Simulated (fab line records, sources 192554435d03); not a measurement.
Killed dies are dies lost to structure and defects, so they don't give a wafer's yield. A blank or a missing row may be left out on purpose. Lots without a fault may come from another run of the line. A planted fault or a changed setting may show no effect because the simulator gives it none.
fab line records | flow n5_finfet
record lots=7 wafers=39
route steps=1938 shown FIN_SAQP@110 HKMG_FIN@406 BEOL_M0_SAQP@638
start_h: hours from the record's first day to the start of the lot's first wafer shown | wait_h: hours since the lot's step before | " the same as in the row above | L1.1+2: a row that stands for several wafers | - no value, or no start given | * or withheld: withheld | < > ~ a bound
route shown NAME@n: a module of which the file shows steps, and the number in the route of the first | usual: mean/standard deviation of fault-free wafers | same: alike in all rows | chamber/n: place in a boat | sites: the reading at each site | _std_site: their standard deviation | _edge_site: outer sites' mean less inner sites' | radius_mm: how far each site lies from the wafer's centre | mask NAME#n: copy n | behind: the tool/chamber that last shaped the wafer | hold: why the lot was held/for how many hours/how that ended | device: the transistor (n, p or np) that didn't switch | end of line: the same wafers' tests at the end of the route | a step without rows: its recipe alone | killed: dies lost to structure and defects at the first sort, not the wafer's yield | map: a wafer's dies, x killed, . not, _ none there
set.NAME: the setting as run; set.NAME@STEP: as run at that earlier step | model.NAME: the simulator's own value behind a step, which no gauge read
lots whose settings were changed on purpose; a table a step, a row a wafer
## steps
# step N5_FIN_SAQP_DEVELOP_15
# recipe develop_time_s=30 developer=TMAH resist=CAR-ArF dev_temp_c=23 rinse_liquid=diw dry=air_spin
# columns lot.wafer tool chamber start_h wait_h set.develop_time_s model.CAR-ArF_of_FIN_SAQP_COAT_10.thk_nm
L076.1 litho_track-05 0 - - 12.27 89.68
L076.2 " 0 " " 30 89.01
L076.3+4 " 0 " " 12.27 89.69
L076.5 " 0 " " 30 89.06
L076.6 " 0 " " 30 88.82
L080.1 litho_track-01 0 - - 30 88.13
L080.2 " 0 " " 14.55 88.87
L080.3 " 0 " " 30 88.12
L080.4 " 0 " " 30 87.87
L080.5 " 0 " " 14.55 88.83
L080.6 " 0 " " 14.55 88.9
L082.1 litho_track-01 0 - - 30 88.12
L082.2 " 0 " " 30 88.14
L082.3 " 0 " " 30 88.3
L082.4 " 0 " " 30 88.18
L082.5 " 0 " " 30 88.38
L082.6 " 0 " " 30 88.15
L085.2 litho_track-04 0 - - 30 88.09
L085.4 " 0 " " 30 88.29
L085.5 " 0 " " 30 88.31
L088.1 litho_track-04 0 - - 30 88.02
L088.2 " 0 " " 30 88.29
L088.3 " 0 " " 30 88.36
L088.4 " 0 " " 30 88.26
L088.5 " 0 " " 30 87.79
L088.6 " 0 " " 30 88.15
L091.1 litho_track-04 0 - - 43.32 88.06
L091.2 " 0 " " 30 88.58
L091.3 " 0 " " 30 88.3
L091.4 " 0 " " 43.32 88.15
L091.5 " 0 " " 30 88.34
L091.6 " 0 " " 43.32 88.14
L097.1 litho_track-04 0 - - 30 88.01
L097.2 " 0 " " 30 88.17
L097.3 " 0 " " 30 88.32
L097.4 " 0 " " 30 87.98
L097.5 " 0 " " 30 88.07
L097.6 " 0 " " 30 88.18
# step N5_FIN_SAQP_CD_MEAS_16
# recipe target_cd_nm=35.6 landing_energy_ev=500 detector=se_inlens
# usual cd_nm=35.7/0.34
# columns lot.wafer tool chamber start_h wait_h set.develop_time_s@FIN_SAQP_DEVELOP_15 cd_nm
L076.1 cd_sem-01 0 35.29 - 12.27 37.7
L076.2 " 0 " " 30 36.1
L076.3 " 0 " " 12.27 37.4
L076.4 " 0 " " 12.27 37.4
L076.5 " 0 " " 30 35.7
L076.6 " 0 " " 30 35.5
L080.1 cd_sem-02 0 57.91 - 30 35.6
L080.2 " 0 " " 14.55 36.7
L080.3 " 0 " " 30 35.3
L080.4 " 0 " " 30 35.7
L080.5 " 0 " " 14.55 36.7
L080.6 " 0 " " 14.55 36.8
L082.1 cd_sem-03 0 70.18 - 30 35.2
L082.2 " 0 " " 30 35.6
L082.3 " 0 " " 30 35.6
L082.4 " 0 " " 30 35.1
L082.5 " 0 " " 30 35.4
L082.6 " 0 " " 30 35.5
L085.2 cd_sem-02 0 88.00 - 30 36.0
L085.4 " 0 " " 30 35.7
L085.5 " 0 " " 30 35.7
L088.1 cd_sem-03 0 107.65 - 30 35.9
L088.2 " 0 " " 30 35.6
L088.3 " 0 " " 30 35.6
L088.4 " 0 " " 30 35.7
L088.5 " 0 " " 30 35.5
L088.6 " 0 " " 30 35.8
L091.1 cd_sem-01 0 123.66 - 43.32 35.2
L091.2 " 0 " " 30 35.4
L091.3 " 0 " " 30 36.1
L091.4 " 0 " " 43.32 35.2
L091.5 " 0 " " 30 35.5
L091.6 " 0 " " 43.32 35.2
L097.1 cd_sem-01 0 160.21 - 30 35.6
L097.2 " 0 " " 30 35.9
L097.3 " 0 " " 30 35.2
L097.4 " 0 " " 30 35.4
L097.5 " 0 " " 30 35.7
L097.6 " 0 " " 30 35.6
# step N5_FIN_SAQP_ETCH_69
# recipe chemistry=N2/H2 target=SOC target_depth_a=1500 stop_on=SiNx ion_energy_ev=100 bias_w=61 pressure_mtorr=30 source_w=850 n2_flow_sccm=200 h2_flow_sccm=200
# columns lot.wafer tool chamber start_h wait_h set.target_depth_a model.SOC_of_FIN_SAQP_COAT_68.thk_nm model.etch.depth_nm
L076.1 rie_diel-05 3 38.78 - 879.3 44 32.08
L076.2 " 2 " " 1500 5.8 54.23
L076.3 " 1 " " 1500 5 54.7
L076.4 " 2 " " 1500 6.4 54.03
L076.5 " 3 " " 879.3 44.6 31.86
L076.6 " 1 " " 879.3 44.4 31.97
L080.1+2+5 rie_diel-05 0,3,0 60.73 - 1873 0 55
L080.3 " 2 " " 1500 6.6 53.93
L080.4 " 3 " " 1500 5 54.72
L080.6 " 2 " " 1500 6 54.24
L082.1 rie_diel-05 1 73.00 - 1500 6.2 54.12
L082.2 " 3 " " 1500 5 54.88
L082.3 " 0 " " 1500 4.4 55
L082.4 " 2 " " 1172 26.8 42.34
L082.5 " 1 " " 1172 26.6 42.34
L082.6 " 2 " " 1172 26.8 42.12
L085.2 rie_diel-06 0 91.22 - 1500 2.6 55
L085.4+5 " 1,2 " " 1500 4.8 55
L088.1+6 rie_diel-06 2 110.52 - 1500 4 55
L088.2 " 0 " " 1500 1.4 55
L088.3 " 3 " " 1500 6 54.13
L088.4+5 " 1 " " 1500 3.2 55
L091.1 rie_diel-06 2 126.49 - 1500 4.8 54.99
L091.2 " 1 " " 1500 5 54.82
L091.3+4+5 " 0,3,1 " " 1981 0 55
L091.6 " 2 " " 1500 5.6 54.69
L097.1 rie_diel-05 3 163.81 - 1500 4.8 55
L097.2 " 2 " " 1500 7.4 53.5
L097.3 " 1 " " 1500 7.2 53.67
L097.4+5+6 " 2,1,3 " " 2209 0 55
# step N5_HKMG_FIN_ETCH_58
# recipe chemistry=N2/H2 target=SOC target_depth_a=2158 ion_energy_ev=50 bias_w=13 time_s=741 pressure_mtorr=30 source_w=875 n2_flow_sccm=200 h2_flow_sccm=200
# columns lot.wafer tool chamber start_h wait_h set.target_depth_a model.etch.depth_nm model.HKMG_FIN.feature_depth_nm model.SOC_of_HKMG_FIN_COAT_41.thk_nm
L076.1 rie_diel-05 3 88.73 0.0 3413 337.9 337.8 0
L076.2 " 0 " " 3413 343.9 343.8 0
L076.3 " 1 " " 2158 213.3 213.4 86.6
L076.4 " 2 " " 2158 210.2 210.2 89.8
L076.5 " 3 " " 2158 212.3 212.2 87.8
L076.6 " 2 " " 3413 332.6 332.6 0
L080.1 rie_diel-05 1 108.80 0.0 2548 250.2 250.2 49.2
L080.2 " 2 " " 2548 251.4 251.4 48.4
L080.3 " 0 " " 2158 217.9 218 81.4
L080.4 " 3 " " 2548 254.6 254.6 44.6
L080.5 " 3 " " 2158 215.8 215.8 84.4
L080.6 " 0 " " 2158 217.8 217.8 81.4
L082.1 rie_diel-05 1 121.75 0.0 2158 212 212 89
L082.2 " 3 " " 1583 158.1 158 142.4
L082.3 " 2 " " 1583 153.6 153.6 147
L082.4 " 0 " " 2158 216.4 216.4 83.8
L082.5 " 3 " " 1583 157.5 157.4 142.8
L082.6 " 2 " " 2158 210.6 210.6 89.6
L085.2 rie_diel-01 2 137.41 0.0 2158 228.9 229 71.2
L085.4 " 3 " " 2158 207.4 207.4 91.6
L085.5 " 2 " " 2158 226 226 74
L088.1 rie_diel-01 0 156.96 0.0 2158 217.9 218 81
L088.2 " 2 " " 2158 226.3 226.2 73.8
L088.3 " 1 " " 3343 335.6 335.6 0
L088.4 " 3 " " 2158 208.2 208.2 91.4
L088.5 " 3 " " 3343 326.2 326.2 0
L088.6 " 0 " " 3343 340 340 0
L091.1 rie_diel-01 1 173.06 0.0 2158 215.3 215.4 83.8
L091.2 " 3 " " 2698 259.6 259.6 39.6
L091.3 " 0 " " 2158 216.5 216.6 82.2
L091.4 " 2 " " 2698 279.8 279.8 19.8
L091.5 " 1 " " 2158 215.2 215.2 83.6
L091.6 " 0 " " 2698 268.9 268.8 30
L097.1 rie_diel-01 0 211.68 0.0 2158 215.7 215.8 85.8
L097.2 " 2 " " 2158 223.2 223.2 77.2
L097.3 " 1 " " 2158 216.3 216.2 85.4
L097.4 " 3 " " 2158 215 215 86
L097.5 " 0 " " 2158 216.3 216.4 85
L097.6 " 3 " " 2158 213.6 213.6 87.6
# step N5_HKMG_FIN_STRIP_93
# recipe chemistry=N2/H2 material=SOC time_s=20 power_w=500 temp_c=40 pressure_mtorr=50 rf_frequency_hz=6e+07 bias_power_w=8 h2_frac=0.5 n2_flow_sccm=300 h2_flow_sccm=300
# columns lot.wafer tool chamber start_h wait_h set.target_depth_a@HKMG_FIN_ETCH_58 model.SOC_of_HKMG_FIN_COAT_41.thk_nm model.Al2O3_of_HKMG_FIN_ALD_75.thk_nm
L076.1+6 rie_diel-05 3,2 89.15 0.2 3413 0 0.2
L076.2 " 0 " " 3413 0 0
L076.3 " 1 " " 2158 76.4 1
L076.4 " 2 " " 2158 80 1
L076.5 " 3 " " 2158 77.8 1
L080.1 rie_diel-05 1 109.22 0.2 2548 39.4 1
L080.2 " 2 " " 2548 38.6 1
L080.3+6 " 0 " " 2158 71.2 1
L080.4 " 3 " " 2548 34.6 1
L080.5 " 3 " " 2158 74.4 1
L082.1 rie_diel-05 1 122.18 0.2 2158 78.8 1
L082.2 " 3 " " 1583 132.2 1
L082.3 " 2 " " 1583 137 1
L082.4 " 0 " " 2158 73.4 1
L082.5 " 3 " " 1583 132.6 1
L082.6 " 2 " " 2158 79.8 1
L085.2 rie_diel-01 2 137.83 0.2 2158 60.6 1
L085.4 " 3 " " 2158 82 1
L085.5 " 2 " " 2158 63.4 1
L088.1 rie_diel-01 0 157.38 0.2 2158 70.8 1
L088.2 " 2 " " 2158 63.2 1
L088.3 " 1 " " 3343 0 0.2
L088.4 " 3 " " 2158 81.8 1
L088.5 " 3 " " 3343 0 0.4
L088.6 " 0 " " 3343 0 0
L091.1+5 rie_diel-01 1 173.49 0.2 2158 73.6 1
L091.2 " 3 " " 2698 30 1
L091.3 " 0 " " 2158 72.2 1
L091.4 " 2 " " 2698 9 1
L091.6 " 0 " " 2698 19.8 1
L097.1 rie_diel-01 0 212.11 0.2 2158 75.8 1
L097.2 " 2 " " 2158 66.6 1
L097.3 " 1 " " 2158 75.2 1
L097.4 " 3 " " 2158 76 1
L097.5 " 0 " " 2158 75 1
L097.6 " 3 " " 2158 77.6 1
# step N5_HKMG_FIN_DEVELOP_11
# recipe develop_time_s=30 developer=TMAH resist=CAR-ArF dev_temp_c=23 rinse_liquid=diw dry=air_spin
# columns lot.wafer tool chamber start_h wait_h set.develop_time_s
L076.1+2+3+4+5+6 litho_track-02 0 - - 30
L080.1+3+5 litho_track-02 0 - - 30
L080.2+4+6 " 0 " " 16.94
L082.1+2+3+4+5+6 litho_track-04 0 - - 30
L085.2+4+5 litho_track-04 0 - - 30
L088.1+3+5 litho_track-02 0 - - 19.76
L088.2+4+6 " 0 " " 30
L091.1+2+4 litho_track-03 0 - - 30
L091.3+5+6 " 0 " " 41.27
L097.1+5+6 litho_track-03 0 - - 30
L097.2+3+4 " 0 " " 14.79
# step N5_HKMG_FIN_CD_MEAS_12
# recipe target_cd_nm=92.8 landing_energy_ev=500 detector=se_inlens
# usual cd_nm=92.9/0.68
# columns lot.wafer tool chamber start_h wait_h set.develop_time_s@HKMG_FIN_DEVELOP_11 cd_nm
L076.1 cd_sem-01 0 91.71 - 30 93.6
L076.2 " 0 " " 30 93.4
L076.3 " 0 " " 30 93.3
L076.4 " 0 " " 30 93.4
L076.5 " 0 " " 30 93.7
L076.6 " 0 " " 30 93.2
L080.1 cd_sem-01 0 111.96 - 30 93.3
L080.2 " 0 " " 16.94 91.2
L080.3 " 0 " " 30 93.0
L080.4 " 0 " " 16.94 90.5
L080.5 " 0 " " 30 93.8
L080.6 " 0 " " 16.94 90.5
L082.1 cd_sem-01 0 124.61 - 30 93.4
L082.2 " 0 " " 30 93.1
L082.3 " 0 " " 30 92.3
L082.4 " 0 " " 30 93.4
L082.5 " 0 " " 30 92.6
L082.6 " 0 " " 30 93.1
L085.2 cd_sem-03 0 140.40 - 30 93.2
L085.4 " 0 " " 30 93.3
L085.5 " 0 " " 30 92.7
L088.1 cd_sem-03 0 159.81 - 19.76 90.9
L088.2 " 0 " " 30 93.4
L088.3 " 0 " " 19.76 91.1
L088.4 " 0 " " 30 92.4
L088.5 " 0 " " 19.76 91.5
L088.6 " 0 " " 30 92.4
L091.1 cd_sem-01 0 176.31 - 30 92.5
L091.2 " 0 " " 30 93.0
L091.3 " 0 " " 41.27 94.5
L091.4 " 0 " " 30 93.9
L091.5 " 0 " " 41.27 94.6
L091.6 " 0 " " 41.27 94.4
L097.1 cd_sem-02 0 214.66 - 30 92.2
L097.2 " 0 " " 14.79 89.5
L097.3 " 0 " " 14.79 87.8
L097.4 " 0 " " 14.79 88.5
L097.5 " 0 " " 30 93.0
L097.6 " 0 " " 30 91.9
# step N5_BEOL_M0_SAQP_PECVD_04
# recipe material=a-Si target_thk_a=600 temp_c=350 precursor=SiH4/He pressure_torr=3 rf_w=100 time_s=60.2
# columns lot.wafer tool chamber start_h wait_h set.time_s model.a-Si_of_BEOL_M0_SAQP_PECVD_04.thk_nm
L076.1 pecvd-04 0 123.64 0.0 60.2 58.6
L076.2 " 1 " " 60.2 59.4
L076.3 " 2 " " 33.66 32.6
L076.4+6 " 0,2 " " 33.66 33.2
L076.5 " 1 " " 60.2 60.8
L080.1 pecvd-01 1 142.38 0.0 60.2 59.6
L080.2 " 2 " " 60.2 59
L080.3 " 0 " " 60.2 58.8
L080.4+5 " 0,1 " " 60.2 60.2
L080.6 " 2 " " 60.2 59.4
L082.1 pecvd-03 2 153.48 0.0 48.12 47.8
L082.2 " 0 " " 60.2 59.8
L082.3 " 1 " " 60.2 59.4
L082.4 " 0 " " 60.2 60.2
L082.5+6 " 2,1 " " 48.12 48.4
L085.2+5 pecvd-01 1,0 173.21 0.0 60.2 60
L085.4 " 2 " " 60.2 59.8
L088.1 pecvd-04 0 191.29 0.0 60.2 60.2
L088.2 " 1 " " 60.2 59.6
L088.3 " 2 " " 60.2 59
L088.4 " 1 " " 49.78 50
L088.5 " 2 " " 49.78 49
L088.6 " 0 " " 49.78 50.2
L091.1 pecvd-01 0 208.52 0.0 42.73 42
L091.2+3 " 1,2 " " 60.2 58.8
L091.4 " 1 " " 42.73 42.4
L091.5 " 2 " " 42.73 42.8
L091.6 " 0 " " 60.2 60.4
L097.1 pecvd-04 1 246.20 0.0 60.2 60.2
L097.2 " 0 " " 60.2 59.6
L097.3 " 2 " " 60.2 58.2
L097.4+6 " 0,2 " " 60.2 60
L097.5 " 1 " " 60.2 61.4
# step N5_BEOL_M0_SAQP_THK_MEAS_05
# usual thk_nm=60.1/0.78
# columns lot.wafer tool chamber start_h wait_h set.time_s@BEOL_M0_SAQP_PECVD_04 thk_nm
L076.1 film_metro-02 - 123.74 0.1 60.2 58.5
L076.2 " - " " 60.2 59.4
L076.3 " - " " 33.66 32.7
L076.4 " - " " 33.66 33.2
L076.5 " - " " 60.2 60.7
L076.6 " - " " 33.66 33.3
L080.1 film_metro-01 - 142.48 0.1 60.2 59.7
L080.2 " - " " 60.2 59.0
L080.3 " - " " 60.2 58.9
L080.4 " - " " 60.2 60.2
L080.5 " - " " 60.2 60.3
L080.6 " - " " 60.2 59.5
L082.1 film_metro-02 - 153.57 0.1 48.12 47.7
L082.2 " - " " 60.2 59.9
L082.3 " - " " 60.2 59.5
L082.4 " - " " 60.2 60.2
L082.5 " - " " 48.12 48.3
L082.6 " - " " 48.12 48.3
L085.2 film_metro-02 - 173.30 0.1 60.2 60.0
L085.4 " - " " 60.2 59.9
L085.5 " - " " 60.2 59.9
L088.1 film_metro-01 - 191.39 0.1 60.2 60.3
L088.2 " - " " 60.2 59.6
L088.3 " - " " 60.2 59.0
L088.4 " - " " 49.78 50.0
L088.5 " - " " 49.78 49.1
L088.6 " - " " 49.78 50.3
L091.1 film_metro-02 - 208.62 0.1 42.73 42.1
L091.2 " - " " 60.2 58.8
L091.3 " - " " 60.2 58.9
L091.4 " - " " 42.73 42.3
L091.5 " - " " 42.73 42.7
L091.6 " - " " 60.2 60.5
L097.1 film_metro-02 - 246.29 0.1 60.2 60.3
L097.2 " - " " 60.2 59.5
L097.3 " - " " 60.2 58.2
L097.4 " - " " 60.2 60.1
L097.5 " - " " 60.2 61.4
L097.6 " - " " 60.2 59.9
# step N5_BEOL_M0_SAQP_HM_DEP_111
# recipe material=SiO2 target_thk_a=120 temp_c=400 precursor=SiH4/N2O pressure_torr=0.75 rf_w=275 time_s=7.2
# step N5_BEOL_M0_SAQP_COAT_81
# recipe resist=SOC temp_c=250 time_s=60 spin_rpm=1500 resist_thk_nm=100
# step N5_BEOL_M0_SAQP_HM_OPEN_112
# recipe chemistry=CHF3/O2 target=SiO2 stop_on=a-Si target_depth_a=120 over_etch_frac=1.25 mask_material=SOC time_s=13.5 pressure_mtorr=30 source_w=650 bias_w=170 Ar_flow_sccm=200 CHF3_flow_sccm=50 O2_flow_sccm=5 ion_energy_ev=200 ends=end_point
# step N5_BEOL_M0_SAQP_STRIP_113
# recipe chemistry=CHF3/O2 resist=SiARC rf_frequency_hz=6e+07
# step N5_BEOL_M0_SAQP_MANDREL_ETCH_20
# recipe target_depth_a=600 chemistry=HBr/Cl2 target=a-Si stop_on=SiNx bt_time_s=10 mask_material=SOC over_etch_frac=0.5 time_s=30 pressure_mtorr=10 icp_w=800 bias_w=75 HBr_flow_sccm=150 Cl2_flow_sccm=80 ends=end_point
# usual oes_product_au=0.777/0.012
# columns lot.wafer tool chamber start_h wait_h set.time_s@BEOL_M0_SAQP_PECVD_04 oes_product_au model.etch.depth_nm
L076.1 rie_si-02 1 124.46 0.0 60.2 0.764 58.55
L076.2 " 3 " " 60.2 0.757 59.38
L076.3 " 2 " " 33.66 0.567 32.55
L076.4 " 0 " " 33.66 0.576 33.2
L076.5 " 3 " " 60.2 0.769 60.72
L076.6 " 2 " " 33.66 0.580 33.14
L080.1 rie_si-06 3 143.33 0.0 60.2 0.764 59.67
L080.2 " 0 " " 60.2 0.771 58.93
L080.3 " 2 " " 60.2 0.774 58.89
L080.4 " 1 " " 60.2 0.755 60.17
L080.5 " 3 " " 60.2 0.766 60.28
L080.6 " 0 " " 60.2 0.774 59.47
L082.1 rie_si-02 3 154.59 0.0 48.12 0.672 47.72
L082.2 " 2 " " 60.2 0.771 59.83
L082.3 " 1 " " 60.2 0.759 59.49
L082.4 " 0 " " 60.2 0.785 60.25
L082.5 " 3 " " 48.12 0.682 48.37
L082.6 " 2 " " 48.12 0.694 48.34
L085.2 rie_si-06 0 174.15 0.0 60.2 0.784 60.04
L085.4 " 1 " " 60.2 0.771 59.83
L085.5 " 2 " " 60.2 0.771 59.9
L088.1 rie_si-02 0 192.12 0.0 60.2 0.778 60.3
L088.2 " 2 " " 60.2 0.773 59.59
L088.3 " 3 " " 60.2 0.793 59.04
L088.4 " 0 " " 49.78 0.702 50.01
L088.5 " 2 " " 49.78 0.693 49.07
L088.6 " 3 " " 49.78 0.713 50.26
L091.1 rie_si-02 2 209.35 0.0 42.73 0.641 42.06
L091.2 " 3 " " 60.2 0.788 58.8
L091.3 " 1 " " 60.2 0.760 58.84
L091.4 " 3 " " 42.73 0.663 42.32
L091.5 " 1 " " 42.73 0.642 42.73
L091.6 " 2 " " 60.2 0.781 60.47
L097.1 rie_si-06 0 247.15 0.0 60.2 0.792 60.28
L097.2 " 1 " " 60.2 0.764 59.5
L097.3 " 3 " " 60.2 0.758 58.27
L097.4 " 0 " " 60.2 0.781 60.07
L097.5 " 3 " " 60.2 0.769 61.47
L097.6 " 1 " " 60.2 0.769 59.91
## key
split step=N5_FIN_SAQP_DEVELOP_15 setting=develop_time_s stated=30 by=wafer
response step=N5_FIN_SAQP_DEVELOP_15 reading=model.CAR-ArF_of_FIN_SAQP_COAT_10.thk_nm change=-0.0121 per=1% r=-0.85
response step=N5_FIN_SAQP_CD_MEAS_16 reading=cd_nm change=-0.0229 per=1% r=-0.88
split step=N5_FIN_SAQP_ETCH_69 setting=target_depth_a stated=1500 by=wafer
response step=N5_FIN_SAQP_ETCH_69 reading=model.SOC_of_FIN_SAQP_COAT_68.thk_nm shape=bent at_lowest=44.33 at_stated=4.967 at_highest=0
response step=N5_FIN_SAQP_ETCH_69 reading=model.etch.depth_nm shape=bent at_lowest=31.97 at_stated=54.61 at_highest=55
split step=N5_HKMG_FIN_ETCH_58 setting=target_depth_a stated=2158 by=wafer
response step=N5_HKMG_FIN_ETCH_58 reading=model.etch.depth_nm change=+2.14 per=1% r=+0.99
response step=N5_HKMG_FIN_ETCH_58 reading=model.HKMG_FIN.feature_depth_nm change=+2.14 per=1% r=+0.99
response step=N5_HKMG_FIN_ETCH_58 reading=model.SOC_of_HKMG_FIN_COAT_41.thk_nm change=-1.63 per=1% r=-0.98
response step=N5_HKMG_FIN_STRIP_93 reading=model.SOC_of_HKMG_FIN_COAT_41.thk_nm change=-1.48 per=1% r=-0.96
response step=N5_HKMG_FIN_STRIP_93 reading=model.Al2O3_of_HKMG_FIN_ALD_75.thk_nm change=-0.0117 per=1% r=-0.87
split step=N5_HKMG_FIN_DEVELOP_11 setting=develop_time_s stated=30 by=wafer
response step=N5_HKMG_FIN_CD_MEAS_12 reading=cd_nm change=+0.0584 per=1% r=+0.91
split step=N5_BEOL_M0_SAQP_PECVD_04 setting=time_s stated=60.2 by=wafer
response step=N5_BEOL_M0_SAQP_PECVD_04 reading=model.a-Si_of_BEOL_M0_SAQP_PECVD_04.thk_nm change=+0.593 per=1% r=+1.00
response step=N5_BEOL_M0_SAQP_THK_MEAS_05 reading=thk_nm change=* per=1% r=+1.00
response step=N5_BEOL_M0_SAQP_MANDREL_ETCH_20 reading=oes_product_au change=+0.00435 per=1% r=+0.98
response step=N5_BEOL_M0_SAQP_MANDREL_ETCH_20 reading=model.etch.depth_nm change=+0.594 per=1% r=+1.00
